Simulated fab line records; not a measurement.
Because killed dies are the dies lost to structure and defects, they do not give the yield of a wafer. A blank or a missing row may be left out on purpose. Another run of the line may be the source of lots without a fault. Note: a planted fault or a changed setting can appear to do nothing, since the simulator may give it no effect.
Comparing a struck lot with a sound one || flow n5Finfet || 20 steps out of a route of 1938
Sound: wafers L503.3, L503.5, L503.6. Struck: wafer L513.3. Last of all comes the cause.
Each step with rows lists, per side, the tool, then ch with its chambers, then its first start. Under that, the readings that differ: sound wafers || struck wafers || difference of the means || sigmas: that difference in standard deviations of wafers without a fault.
alike: readings with means less than 2 such deviations apart, plus words and numbers identical on both sides. not compared: withheld readings, readings lacking a value on some wafer, bounds such as >300 that could conceal the same value, and numbers that have no deviation in the record and whose values overlap.
A row with sigmas, a row that says differs or no value, or rows on one side alone: a step with any of these is where the two part. Numbers that don't overlap but have no deviation are shown without sigmas and don't part them. A reading that every wafer of one side lacks parts them only if that side has two wafers or more.

first, 3 steps without rows for these wafers: N5_BEOL_M12_ETCH_67 (etches SiARC in CF4, target depth 143 nm, time 238.3 s); N5_BEOL_M12_ETCH_68 (etches SOC in N2/H2, time 285 s); N5_BEOL_M12_STRIP_69 (strips in N2/H2).
N5_BEOL_M12_TRENCH_ETCH_34: etches SiOC in C4F8/O2/Ar, target depth 318.95 nm, time 125.5 s.
  sound on rieDiel-03 ch 1,2,3, day 13 01:31; struck on rieDiel-03 ch 1, day 16 01:46
  alike: drypumpMotorCurrentA, mfcArSccm, oesProductAu, rfVppV, showerheadPlenumPTorr, throttleValvePct
  not compared: rfHoursCounterH
then, 1 step without rows for these wafers: N5_BEOL_M12_STRIP_70 (strips in C4F8/O2/Ar).
N5_BEOL_M12_OCD_MEAS_35:
  sound on ocd-02, day 13 01:40; struck on ocd-02, day 16 01:55
  alike: trenchDepthNm
then, 1 step without rows for these wafers: N5_BEOL_M12_STRIP_37 (strips in N2/H2).
N5_BEOL_M12_ETCH_38: etches SiCN in CF4/N2, target depth 68.7 nm, time 73.4 s.
  sound on rieDiel-03 ch 0,3, day 13 08:20; struck on rieDiel-03 ch 2, day 16 05:50
{"reading": "rfVppV (V)", "sound": "385.0 386.0 385.9", "struck": 380.7, "difference": -4.9, "sigmas": -3}
{"reading": "throttleValvePct (%)", "sound": "15.53 15.42 15.53", "struck": 15.90, "difference": "+0.41", "sigmas": "+3"}
  alike: drypumpMotorCurrentA, mfcArSccm, n2FlowSccm, oesProductAu, showerheadPlenumPTorr
  not compared: rfHoursCounterH
then, 3 steps without rows for these wafers: N5_BEOL_M12_PRECLEAN_39 (cleans in residue remover, time 60 s); N5_BEOL_M12_SRD_40 (time 30 s, dry time 30 s); N5_BEOL_M12_DEGAS_41 (time 60 s).
N5_BEOL_M12_PRE_CLEAN_42: time 30 s.
  sound on pvdSputter-01, day 13 10:44; struck on pvdSputter-03, day 16 06:35
  alike: heaterPowerW
N5_BEOL_M12_SPUTTER_43: material TaN, target thk 15 nm, time 24.19 s.
  sound on pvdSputter-01, day 13 10:47; struck on pvdSputter-03, day 16 06:37
{"reading": "model.TaN_of_BEOL_M12_SPUTTER_43.thkNm (nm)", "sound": "14.8 15.2 15", "struck": 18.2, "difference": "+3.2", "sigmas": ""}
  alike: throttleValvePct
N5_BEOL_M12_SPUTTER_44: material Ta, target thk 10 nm, time 16.13 s.
  sound on pvdSputter-01, day 13 10:52; struck on pvdSputter-03, day 16 06:42
  alike: throttleValvePct
then, 2 steps without rows for these wafers: N5_BEOL_M12_SPUTTER_45 (material Cu, target thk 80 nm, time 13.33 s); N5_BEOL_M12_ECD_47 (material Cu, target thk 720 nm).
N5_BEOL_M12_ANNEAL_48: time 90 s.
  sound on rtpAnneal-01 ch 0, day 13 11:17; struck on rtpAnneal-01 ch 0, day 16 07:20
  alike: annealTempCMax, wafer_temp_C_max
N5_BEOL_M12_CMP_49: polishes, stops on SiOC, t overpolish 20.6 s, target thk 320 nm.
  sound on cmp-01 ch 0,3, day 13 11:30; struck on cmp-04 ch 3, day 16 07:32
{"reading": "barrierFieldEndpointS (s)", "sound": "29.4 30.5 29.6", "struck": 35.9, "difference": "+6.1", "sigmas": "+7"}
  alike: motorCurrentA, slurryFilterDpKPa
  not compared: padLifeWafers
N5_BEOL_M12_THK_MEAS_50: measures by xrf.
  sound on filmMetro-01, day 13 11:48; struck on filmMetro-01, day 16 07:50
  alike: M12_THK
N5_PASSIVATION_PROBE_49:
  sound on prober-01, day 14 21:03; struck on prober-02, day 17 15:04
  alike: defectLimitedYield, killed_at_M0_to_M3, killed_at_M4_up, killedAtContacts, killedAtFrontEnd, killedAtOther, killedDies, killedOpen, killedShort, sort_bin_4_leakage, sort_bin_5_function, sort_bin_6_memory, sortNPass, sortYieldPct

## WHERE THEY PART
At N5_BEOL_M12_ETCH_38 first; at N5_BEOL_M12_CMP_49 last (within this record only). Later steps at which nothing parts them and some readings are alike: N5_BEOL_M12_THK_MEAS_50, N5_PASSIVATION_PROBE_49.

WHY: what had been put in by the simulator
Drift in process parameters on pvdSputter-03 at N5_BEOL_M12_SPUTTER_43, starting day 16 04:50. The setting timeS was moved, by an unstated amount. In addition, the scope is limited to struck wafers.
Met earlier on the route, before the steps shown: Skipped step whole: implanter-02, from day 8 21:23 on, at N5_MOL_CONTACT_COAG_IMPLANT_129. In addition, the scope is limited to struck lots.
